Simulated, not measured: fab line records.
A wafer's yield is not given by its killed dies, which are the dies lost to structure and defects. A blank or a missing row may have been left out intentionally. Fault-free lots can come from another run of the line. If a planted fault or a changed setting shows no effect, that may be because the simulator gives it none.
Matching of chambers || flow n5Finfet || N5_BEOL_M0_ETCH_138 on rieDiel-02 has 4 sister chambers
The step etches SiCN in CH3F/O2, target depth 12 nm, time 31.6 s. 8 wafers are shown with their chamber, then 9 later ones without.

## EACH WAFER AND ITS CHAMBER
{"wafer": "L081.1", "chamber": 3, "showerheadPlenumPTorr (Torr)": 2.08, "throttleValvePct (%)": 16.72}
{"wafer": "L081.6", "chamber": 0, "showerheadPlenumPTorr (Torr)": 1.93, "throttleValvePct (%)": 16.28}
{"wafer": "L089.1", "chamber": 1, "showerheadPlenumPTorr (Torr)": 2.00, "throttleValvePct (%)": 16.33}
{"wafer": "L089.4", "chamber": 2, "showerheadPlenumPTorr (Torr)": 1.90, "throttleValvePct (%)": 16.81}
{"wafer": "L089.6", "chamber": 3, "showerheadPlenumPTorr (Torr)": 2.07, "throttleValvePct (%)": 16.76}
{"wafer": "L091.2", "chamber": 2, "showerheadPlenumPTorr (Torr)": 1.90, "throttleValvePct (%)": 16.82}
{"wafer": "L091.5", "chamber": 0, "showerheadPlenumPTorr (Torr)": 1.92, "throttleValvePct (%)": 16.30}
{"wafer": "L091.6", "chamber": 1, "showerheadPlenumPTorr (Torr)": 2.00, "throttleValvePct (%)": 16.35}

## WAFERS MISSING THEIR CHAMBER
{"wafer": "L092.3", "showerheadPlenumPTorr (Torr)": 1.90, "throttleValvePct (%)": 16.81}
{"wafer": "L092.5", "showerheadPlenumPTorr (Torr)": 2.00, "throttleValvePct (%)": 16.34}
{"wafer": "L092.6", "showerheadPlenumPTorr (Torr)": 1.92, "throttleValvePct (%)": 16.32}
{"wafer": "L093.2", "showerheadPlenumPTorr (Torr)": 1.92, "throttleValvePct (%)": 16.32}
{"wafer": "L093.3", "showerheadPlenumPTorr (Torr)": 2.07, "throttleValvePct (%)": 16.78}
{"wafer": "L093.4", "showerheadPlenumPTorr (Torr)": 2.00, "throttleValvePct (%)": 16.34}
{"wafer": "L095.2", "showerheadPlenumPTorr (Torr)": 2.07, "throttleValvePct (%)": 16.77}
{"wafer": "L095.5", "showerheadPlenumPTorr (Torr)": 2.00, "throttleValvePct (%)": 16.36}
{"wafer": "L095.6", "showerheadPlenumPTorr (Torr)": 1.92, "throttleValvePct (%)": 16.35}

## EACH ONE'S CHAMBER
{"wafer": "L092.3", "from the rows above": 2, "in truth": 2}
{"wafer": "L092.5", "from the rows above": 1, "in truth": 1}
{"wafer": "L092.6", "from the rows above": 0, "in truth": 0}
{"wafer": "L093.2", "from the rows above": 0, "in truth": 0}
{"wafer": "L093.3", "from the rows above": 3, "in truth": 3}
{"wafer": "L093.4", "from the rows above": 1, "in truth": 1}
{"wafer": "L095.2", "from the rows above": 3, "in truth": 3}
{"wafer": "L095.5", "from the rows above": 1, "in truth": 1}
{"wafer": "L095.6", "from the rows above": 0, "in truth": 0}
Placed correctly: 9 of 9. From these rows, 0 cannot be placed. Number placed wrongly: 0.
How it was worked out, from the rows above alone: a wafer's distance from a chamber is the root of the sum, over the readings, of the square of ((its reading less the chamber's mean) divided by the reading's scatter). The wafer belongs to the nearest chamber; if the next one is less than 2 further off, it can't be placed. Each chamber's mean is taken over the wafers shown for it. How the scatter is found: for the shown wafers, subtract from each reading the mean of its chamber, square and add these, divide the total by (wafers less chambers), then take the root.
